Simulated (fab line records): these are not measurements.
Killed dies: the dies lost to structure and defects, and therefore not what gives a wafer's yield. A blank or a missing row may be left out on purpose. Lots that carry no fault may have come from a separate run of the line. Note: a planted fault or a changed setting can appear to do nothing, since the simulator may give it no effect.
A lot that was struck, set against a sound lot | flow nandHarc | 15 steps out of a route of 1159
Sound: the wafers L133.1, L133.2, L133.3. The struck wafers were L141.1, L141.3, L141.4. The cause is named last.
Per side, at each step with rows, come the tool, then ch with its chambers, and then its first start. Under that, the readings that differ: sound wafers | struck wafers | difference of the means | sigmas: that difference in standard deviations of wafers without a fault.
alike: words and numbers the same on both sides, and readings whose means are apart by under 2 such deviations; not compared: readings that were withheld, readings missing a value for some wafer, numbers with overlapping values and no deviation given by the record, and bounds like >300 which may hide the same value.
The two part at a step that has a row with sigmas, a row that says differs or no value, or rows on one side only. When numbers do not overlap yet have no deviation, they are printed without sigmas and do not part them. A reading that every wafer of one side lacks parts them only if that side has two wafers or more.

NHARC_A_SGD_CUT_STRIP_17: strips in O2.
  sound: rieDiel-13 ch 0,2,3; struck: rieDiel-03 ch 1,2,3
reading             | sound | struck   | difference | sigmas
rfHoursCounterH (h) | 6 6 6 | 12 10 11 | +5         | 
  alike: drypumpMotorCurrentA, oesProductAu, rfVppV, showerheadPlenumPTorr, throttleValvePct
then, 4 steps without rows for these wafers: NHARC_A_SGD_CUT_PRECLEAN_18 (cleans in SC1); NHARC_A_SGD_CUT_SRD_19; NHARC_A_SGD_CUT_DEP_20 (deposits SiO2, target thk 150 nm); NHARC_A_SGD_CUT_ANNEAL_27 (time 1800 s).
NHARC_A_SGD_CUT_CMP_21: polishes, target thk 148.19 nm.
  sound on cmp-04 ch 0,1,3, day 15 10:53; struck on cmp-04 ch 0,1,2, day 17 07:12
  alike: motorCurrentA, retainingRingPressureFrac, timeToEndpointS
NHARC_A_SGD_CUT_THK_MEAS_22: measures by ellipsometry.
  struck on filmMetro-01, day 17 07:27; sound on filmMetro-02, day 15 11:07
  alike: thkNm
then, 2 steps without rows for these wafers: NHARC_A_SGD_CUT_SRD_23; NHARC_A_SGD_CUT_ETCH_26 (etches SiO2 in dHF, target depth 45.8 nm).
NHARC_A_SGD_CUT_ETCHBACK_24: etches the open film in CH3F/O2, target depth 50 nm, time 92.857 s.
  sound on rieDiel-13 ch 0,1,3, day 15 11:20; struck on rieDiel-13 ch 1,2,3, day 17 07:40
reading             | sound          | struck         | difference | sigmas
oesProductAu (a.u.) | 0.92 0.91 0.94 | 1.00 1.00 1.01 | +0.08      | +2
rfHoursCounterH (h) | 7 7 7          | 11 11 11       | +4         | 
  alike: ch3fFlowSccm, drypumpMotorCurrentA, rfVppV, showerheadPlenumPTorr, throttleValvePct
NHARC_A_SGD_CUT_STRIP_28: strips in O2, time 20 s.
  sound: rieDiel-13 ch 1,2,3; struck: rieDiel-13 ch 0,1,2
reading             | sound | struck   | difference | sigmas
rfHoursCounterH (h) | 7 7 7 | 11 11 11 | +4         | 
  alike: drypumpMotorCurrentA, oesProductAu, rfVppV, showerheadPlenumPTorr, throttleValvePct
NHARC_A_SGD_CUT_INSPECT_25:
  struck on defectInspect-02, day 17 07:55; sound on defectInspect-02, day 15 11:35
  alike: rawDefectCount
NHARC_A_SLIT_DEP_25: deposits SiO2, target thk 200 nm.
  sound on pecvd-03 ch 0,1,2, day 15 11:39; struck on pecvd-03 ch 0,1,2, day 17 08:04
reading         | sound       | struck      | difference | sigmas
rfFwdPowerW (W) | 902 894 895 | 752 755 754 | -143       | -48
  alike: heaterPowerW, throttleValvePct
NHARC_A_SLIT_DEP_00: deposits aC, target thk 3200 nm.
  sound on aclDep-03 ch 0, day 15 11:59; struck on aclDep-02 ch 0, day 17 08:46
  alike: throttleValvePct
-- jump in the record: it breaks off in module A_SLIT and resumes in module END (first step shown: number 1159 of the route), and 5 days separate the struck wafers' starts before and after --
NHARC_END_SORT_01:
  only the struck wafers appear in the record here, on prober-02 ch 0 at day 22 17:08; the sound ones have no rows

== WHERE THEY PART ==
Earliest at NHARC_A_SGD_CUT_ETCHBACK_24; latest, in this record, at NHARC_END_SORT_01.

WHY: the cause the simulator had injected
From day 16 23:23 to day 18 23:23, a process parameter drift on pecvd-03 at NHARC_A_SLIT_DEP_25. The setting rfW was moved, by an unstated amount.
